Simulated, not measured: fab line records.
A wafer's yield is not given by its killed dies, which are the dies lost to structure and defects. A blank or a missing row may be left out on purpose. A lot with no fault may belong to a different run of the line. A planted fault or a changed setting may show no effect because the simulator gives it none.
Struck lot and sound lot, side by side | flow nand_harc | 30 steps out of a route of 1159
Sound: these wafers, L354.1, L354.2, L354.5. Wafers struck: L356.2, L356.6. The cause comes at the end.
Each step with rows lists, per side, the tool, then ch with its chambers, then its first start. Under that, the readings that differ: sound wafers | struck wafers | difference of the means | sigmas: that difference in standard deviations of wafers without a fault.
alike: a reading whose means differ by less than 2 such deviations, as well as words and numbers matching on both sides. not compared: withheld readings; readings where some wafer has no value; bounds like >300 that might hide an equal value; numbers whose values overlap and for which the record gives no deviation.
Wherever a step has rows on one side only, a row that says differs or no value, or a row with sigmas, the two part there. Numbers that have no deviation but don't overlap get no sigmas and don't part them. A reading missing from all wafers of one side parts the sides only when that side holds two or more wafers.

first, 3 steps without rows for these wafers: NHARC_A_SIN_REMOVE_WET_00 (chemistry H3PO4, time 15300 s); NHARC_A_SIN_REMOVE_PRECLEAN_01 (cleans in SC1); NHARC_A_SIN_REMOVE_SRD_02.
NHARC_A_SIN_REMOVE_INSPECT_04:
  sound on defect_inspect-02, day 18 13:01; struck on defect_inspect-02, day 19 02:32
  alike: raw_defect_count
then, 5 steps without rows for these wafers: NHARC_A_WL_FILL_ALD_00 (deposits Al2O3, target thk 3 nm, pulse time 3 s, ald cycles 30); NHARC_A_WL_FILL_RTA_01 (time 5 s); NHARC_A_WL_FILL_ALD_02 (deposits TiN, target thk 2 nm, pulse time 3 s, ald cycles 100); NHARC_A_WL_FILL_CVD_03 (deposits W, target thk 40 nm, time 3302 s); NHARC_A_WL_FILL_ETCHBACK_04 (etches the open film in NF3, target depth 60 nm, time 120 s).
NHARC_A_WL_FILL_ETCHBACK_05: etches the open film in Cl2/BCl3, target depth 22 nm, time 60 s.
  sound on rie_metal-03 ch 0,1, day 18 20:50; struck on rie_metal-03 ch 1, day 19 12:55
  alike: drypump_motor_current_A, oes_product_au
  not compared: rf_hours_counter_h
NHARC_A_WL_FILL_STRIP_27: strips in N2/H2, time 20 s.
  sound on plasma_asher-01 ch 0,1, day 18 20:59; struck on plasma_asher-01 ch 0, day 19 13:03
  alike: drypump_motor_current_A, heater_power_w
  not compared: rf_hours_counter_h
then, 4 steps without rows for these wafers: NHARC_A_WL_FILL_STRIP_28 (strips in post etch residue remover, time 1200 s); NHARC_A_WL_FILL_PRECLEAN_06 (cleans in DIW, time 300 s); NHARC_A_WL_FILL_SRD_07; NHARC_A_WL_FILL_ANNEAL_08 (time 1800 s).
NHARC_A_WL_FILL_ALD_10: deposits SiO2, target thk 50 nm, pulse time 10 s, ald cycles 500.
  sound on ald_hk-02 ch 1,3, day 19 04:26; struck on ald_hk-03 ch 2,3, day 19 19:47
  alike: heater_power_w, precursor_pulse_height_rel
then, 1 step without rows for these wafers: NHARC_A_WL_FILL_ETCHBACK_16 (etches the open film in C4F8/O2/Ar, target depth 88 nm, time 17.6 s).
NHARC_A_WL_FILL_STRIP_29: strips in O2, time 20 s.
  sound on rie_diel-04 ch 0,3, day 19 09:12; struck on rie_diel-12 ch 1,3, day 19 22:59
  alike: drypump_motor_current_A, mfc_ar_sccm, oes_product_au, rf_vpp_V, showerhead_plenum_p_Torr, throttle_valve_pct
  not compared: rf_hours_counter_h
then, 7 steps without rows for these wafers: NHARC_A_WL_FILL_ETCHBACK_17 (etches the open film in Cl2/BCl3, target depth 4 nm, time 26.7 s); NHARC_A_WL_FILL_PRECLEAN_18 (cleans in dHF, time 30 s); NHARC_A_WL_FILL_SRD_21; NHARC_A_WL_FILL_CVD_23 (deposits poly-Si, target thk 40 nm, time 800 s); NHARC_A_WL_FILL_ETCHBACK_26 (etches the open film in HBr, target depth 52 nm, time 13.3 s); NHARC_A_WL_FILL_PRECLEAN_30 (cleans in dHF, time 10 s); NHARC_A_WL_FILL_SRD_14.
NHARC_A_WL_FILL_ALD_19: deposits TiN, target thk 2 nm, pulse time 3 s, ald cycles 100.
  sound on ald_metal-04 ch 0,2, day 19 12:57; struck on ald_metal-02 ch 1,2, day 20 04:32
  alike: heater_power_w, precursor_pulse_height_rel
then, 1 step without rows for these wafers: NHARC_A_WL_FILL_CVD_20 (deposits W, target thk 75 nm, time 5064 s).
NHARC_A_WL_FILL_CMP_12: polishes, t overpolish 30 s, target thk 75 nm.
  sound on cmp-02 ch 0,1,3, day 20 03:02; struck on cmp-04 ch 0,2, day 20 16:43
  alike: motor_current_A, overpolish_run_s, retaining_ring_pressure_frac, time_to_endpoint_s
following that, these wafers have no rows for 1 step: NHARC_A_WL_FILL_SRD_31.
-- record jumps: 4 days between struck wafers' starts before vs after; left off in module A_WL_FILL, resumes in module END, first step shown is number 1159 of the route --
NHARC_END_SORT_01:
  the record has rows for the struck wafers here (prober-01 ch 0, day 24 18:52) and none for the sound ones

## WHERE THEY PART
Only at NHARC_END_SORT_01, as far as this record shows.

WHY: whatever the simulator had introduced
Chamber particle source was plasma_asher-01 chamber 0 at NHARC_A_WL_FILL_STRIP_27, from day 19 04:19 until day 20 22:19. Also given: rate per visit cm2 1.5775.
